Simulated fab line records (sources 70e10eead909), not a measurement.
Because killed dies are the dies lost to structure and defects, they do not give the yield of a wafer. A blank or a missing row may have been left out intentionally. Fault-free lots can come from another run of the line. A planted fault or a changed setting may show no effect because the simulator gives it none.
fab line records -- flow nandHarc
record: lots: 5, wafers: 15, lastDay: 24
route steps=1159 shown A_SOURCE_PLATE@418 A_ONON_D1@424
lots that met no fault: from a run of the same line without faults
startH: the number of hours between the record's first day and the start of the first shown wafer of the lot -- waitH: how many hours have passed since the lot's step before this one -- " same as the row above -- L1.1+2: several wafers, shown together as one row -- - value missing, or start not given -- * or withheld: withheld -- < > ~ a bound
route shown NAME@n: names a module that has steps shown in the file, with the first one's number in the route -- usual: mean and standard deviation over wafers with no fault -- same: alike in all rows -- chamber/n: place in a boat -- sites: readings site by site -- _std_site: how widely they spread, as a standard deviation -- _edge_site: inner sites' mean taken away from outer sites' mean -- radiusMm: for every site, how far away it sits from the centre of the wafer -- mask NAME#n: copy n -- behind: the most recent tool/chamber to have shaped the wafer -- hold: what put the lot on hold/how long, in hours/how the hold closed -- device: the transistor (n, p or np) that didn't switch -- end of line: the same wafers' tests at the end of the route -- a step with no rows: only its recipe -- killed: not the wafer's yield, but the dies lost to structure and defects at the first sort -- map: the dies of a wafer, with x for killed, . for not killed, _ for no die there
set.NAME: the setting as run; set.NAME@STEP: as run at that earlier step -- model.NAME: the simulator's own value behind a step, which no gauge read
lots at selected steps of the route; one table per step, one row per wafer
services: from which hour (startH, from the record's first day; less than 0 if before it) a tool's chamber was out of use, for how many hours, and why
== steps ==
step: NHARC_A_SOURCE_PLATE_CVD_03
recipe: targetThkA: 2000, tempC: 620, pressureMtorr: 200, timeS: 4000, material: poly-Si
step: NHARC_A_SOURCE_PLATE_ANNEAL_05
recipe: tempC: 850, timeS: 1800
step: NHARC_A_SOURCE_PLATE_THK_MEAS_06
recipe: thkMeasGauge: ellipsometry
usual: thkNm: 199.8/2.2
lot.wafer,tool,chamber,startH,waitH,thkNm
L822.2,filmMetro-01,-,165.39,0.4,204.1
L822.3,filmMetro-01,-,165.39,0.4,201.9
L822.6,filmMetro-01,-,165.39,0.4,201.0
L827.1,filmMetro-02,-,190.79,0.4,197.4
L827.2,filmMetro-02,-,190.79,0.4,196.9
L827.6,filmMetro-02,-,190.79,0.4,195.7
L832.1,filmMetro-02,-,235.77,0.4,200.2
L832.2,filmMetro-02,-,235.77,0.4,200.0
L832.3,filmMetro-02,-,235.77,0.4,197.3
L836.2,filmMetro-01,-,252.51,0.4,199.8
L836.4,filmMetro-01,-,252.51,0.4,201.8
L836.5,filmMetro-01,-,252.51,0.4,201.4
L839.1,filmMetro-02,-,271.01,0.4,201.8
L839.3,filmMetro-02,-,271.01,0.4,200.6
L839.4,filmMetro-02,-,271.01,0.4,200.1
step: NHARC_A_SOURCE_PLATE_INSPECT_08
usual: rawDefectCount: 57/23
lot.wafer,tool,chamber,startH,waitH,rawDefectCount
L822.2,defectInspect-01,-,165.45,0.0,67
L822.3,defectInspect-01,-,165.45,0.0,52
L822.6,defectInspect-01,-,165.45,0.0,38
L827.1,defectInspect-01,-,190.88,0.0,38
L827.2,defectInspect-01,-,190.88,0.0,33
L827.6,defectInspect-01,-,190.88,0.0,31
L832.1,defectInspect-01,-,235.83,0.0,67
L832.2,defectInspect-01,-,235.83,0.0,30
L832.3,defectInspect-01,-,235.83,0.0,78
L836.2,defectInspect-01,-,252.58,0.0,62
L836.4,defectInspect-01,-,252.58,0.0,43
L836.5,defectInspect-01,-,252.58,0.0,57
L839.1,defectInspect-02,-,271.07,0.0,49
L839.3,defectInspect-02,-,271.07,0.0,49
L839.4,defectInspect-02,-,271.07,0.0,39
step: NHARC_A_ONON_D1_DEP_00
recipe: targetThkA: 10000, n2FlowSccm: 2750, n2oFlowSccm: 2000, nh3FlowSccm: 500, sih4FlowSccm: 210, tempC: 400
step: NHARC_A_ONON_D1_THK_MEAS_02
recipe: thkMeasGauge: ellipsometry
usual: thkNm: 1000/9.3
lot.wafer,tool,chamber,startH,waitH,thkNm
L822.2,filmMetro-02,-,166.06,-,1002
L822.3,filmMetro-02,-,166.06,-,1002
L822.6,filmMetro-02,-,166.06,-,1003
L827.1,filmMetro-01,-,191.45,-,1017
L827.2,filmMetro-01,-,191.45,-,1019
L827.6,filmMetro-01,-,191.45,-,1018
L832.1,filmMetro-01,-,236.44,-,1014
L832.2,filmMetro-01,-,236.44,-,1014
L832.3,filmMetro-01,-,236.44,-,1013
L836.2,filmMetro-02,-,253.16,-,1003
L836.4,filmMetro-02,-,253.16,-,1003
L836.5,filmMetro-02,-,253.16,-,1005
L839.1,filmMetro-01,-,271.64,-,1005
L839.3,filmMetro-01,-,271.64,-,1006
L839.4,filmMetro-01,-,271.64,-,1009
step: NHARC_A_ONON_D1_DEP_03
recipe: targetThkA: 10000, n2FlowSccm: 2750, n2oFlowSccm: 2000, nh3FlowSccm: 500, sih4FlowSccm: 210, tempC: 400
step: NHARC_A_ONON_D1_THK_MEAS_05
recipe: thkMeasGauge: ellipsometry
usual: thkNm: 999/9.8
lot.wafer,tool,chamber,startH,waitH,thkNm
L822.2,filmMetro-02,-,166.63,-,1007
L822.3,filmMetro-02,-,166.63,-,1006
L822.6,filmMetro-02,-,166.63,-,1008
L827.1,filmMetro-01,-,192.04,-,1010
L827.2,filmMetro-01,-,192.04,-,1008
L827.6,filmMetro-01,-,192.04,-,1008
L832.1,filmMetro-01,-,237.00,-,1003
L832.2,filmMetro-01,-,237.00,-,1004
L832.3,filmMetro-01,-,237.00,-,1007
L836.2,filmMetro-02,-,253.85,-,1015
L836.4,filmMetro-02,-,253.85,-,1013
L836.5,filmMetro-02,-,253.85,-,1016
L839.1,filmMetro-01,-,272.23,-,1011
L839.3,filmMetro-01,-,272.23,-,1009
L839.4,filmMetro-01,-,272.23,-,1010
step: NHARC_A_ONON_D1_DEP_06
recipe: targetThkA: 10000, n2FlowSccm: 2750, n2oFlowSccm: 2000, nh3FlowSccm: 500, sih4FlowSccm: 210, tempC: 400
step: NHARC_A_ONON_D1_THK_MEAS_08
recipe: thkMeasGauge: ellipsometry
usual: thkNm: 1002/9.8
lot.wafer,tool,chamber,startH,waitH,thkNm
L822.2,filmMetro-01,-,167.19,-,986
L822.3,filmMetro-01,-,167.19,-,986
L822.6,filmMetro-01,-,167.19,-,988
L827.1,filmMetro-02,-,192.61,-,1018
L827.2,filmMetro-02,-,192.61,-,1019
L827.6,filmMetro-02,-,192.61,-,1020
L832.1,filmMetro-01,-,237.56,-,1006
L832.2,filmMetro-01,-,237.56,-,1006
L832.3,filmMetro-01,-,237.56,-,1007
L836.2,filmMetro-02,-,254.41,-,1006
L836.4,filmMetro-02,-,254.41,-,1007
L836.5,filmMetro-02,-,254.41,-,1006
L839.1,filmMetro-02,-,272.80,-,991
L839.3,filmMetro-02,-,272.80,-,991
L839.4,filmMetro-02,-,272.80,-,990
step: NHARC_A_ONON_D1_DEP_09
recipe: targetThkA: 10000, n2FlowSccm: 2750, n2oFlowSccm: 2000, nh3FlowSccm: 500, sih4FlowSccm: 210, tempC: 400
usual: n2FlowSccm: 2750/8.9, n2oFlowSccm: 2002/5.8
lot.wafer,tool,chamber,startH,waitH,n2FlowSccm,n2oFlowSccm
L822.2,pecvdOnon-02,0,167.31,0.1,2758,2006
L822.3,pecvdOnon-02,0,167.31,0.1,2746,1995
L822.6,pecvdOnon-02,0,167.31,0.1,2756,2001
L827.1,pecvdOnon-01,0,192.67,0.1,2760,1999
L827.2,pecvdOnon-01,0,192.67,0.1,2749,2011
L827.6,pecvdOnon-01,0,192.67,0.1,2744,2004
L832.1,pecvdOnon-01,0,237.74,0.2,2741,2003
L832.2,pecvdOnon-01,0,237.74,0.2,2745,2005
L832.3,pecvdOnon-01,0,237.74,0.2,2745,2012
L836.2,pecvdOnon-02,0,254.54,0.1,2753,2006
L836.4,pecvdOnon-02,0,254.54,0.1,2749,2004
L836.5,pecvdOnon-02,0,254.54,0.1,2749,1996
L839.1,pecvdOnon-02,0,272.86,0.1,2752,2003
L839.3,pecvdOnon-02,0,272.86,0.1,2748,2001
L839.4,pecvdOnon-02,0,272.86,0.1,2752,2008
step: NHARC_A_ONON_D1_THK_MEAS_11
recipe: thkMeasGauge: ellipsometry
usual: thkNm: 1001/10
lot.wafer,tool,chamber,startH,waitH,thkNm
L822.2,filmMetro-01,-,167.76,-,1011
L822.3,filmMetro-01,-,167.76,-,1010
L822.6,filmMetro-01,-,167.76,-,1010
L827.1,filmMetro-02,-,193.18,-,981
L827.2,filmMetro-02,-,193.18,-,980
L827.6,filmMetro-02,-,193.18,-,980
L832.1,filmMetro-01,-,238.25,-,993
L832.2,filmMetro-01,-,238.25,-,967
L832.3,filmMetro-01,-,238.25,-,968
L836.2,filmMetro-01,-,254.99,-,988
L836.4,filmMetro-01,-,254.99,-,989
L836.5,filmMetro-01,-,254.99,-,989
L839.1,filmMetro-01,-,273.37,-,999
L839.3,filmMetro-01,-,273.37,-,1000
L839.4,filmMetro-01,-,273.37,-,1000
step: NHARC_A_ONON_D1_DEP_12
recipe: targetThkA: 10000, n2FlowSccm: 2750, n2oFlowSccm: 2000, nh3FlowSccm: 500, sih4FlowSccm: 210, tempC: 400
== services ==
tool,chamber,startH,hours,kind
pecvdOnon-01,-,195.00,13.0,pm
== key ==
firstSign: step: NHARC_A_ONON_D1_THK_MEAS_11, reading: thkNm, direction: down, sigmas: 3.3, usual: 1001, struck: 967
effect none on later readings
metAt NHARC_A_ONON_D1_DEP_09
struckWafers L832.2,L832.3
sortLeftOut L832.2,L832.3
testerLeftOut L832
onsetBetween 192.67 237.74
fault: kind: processParameterDrift, tool: pecvdOnon-01, chamber: -, onsetH: 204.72, steps: NHARC_A_ONON_D1_DEP_09, channel: targetThkA, offset: *, shape: step, endH: 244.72, scope: struckWafersOnly, actsIn: *, stated: *
testerLeftOut: of these lots the tester's yield and bins aren't shown, on N5 and GAA mostly nor the transistor test; their killed dies are dies lost to structure and defects alone, not to doping, threshold or leakage, so they don't give the yield
sortLeftOut: the simulated sort isn't trusted on such a fault, so these wafers' sort isn't shown, and their yield isn't known
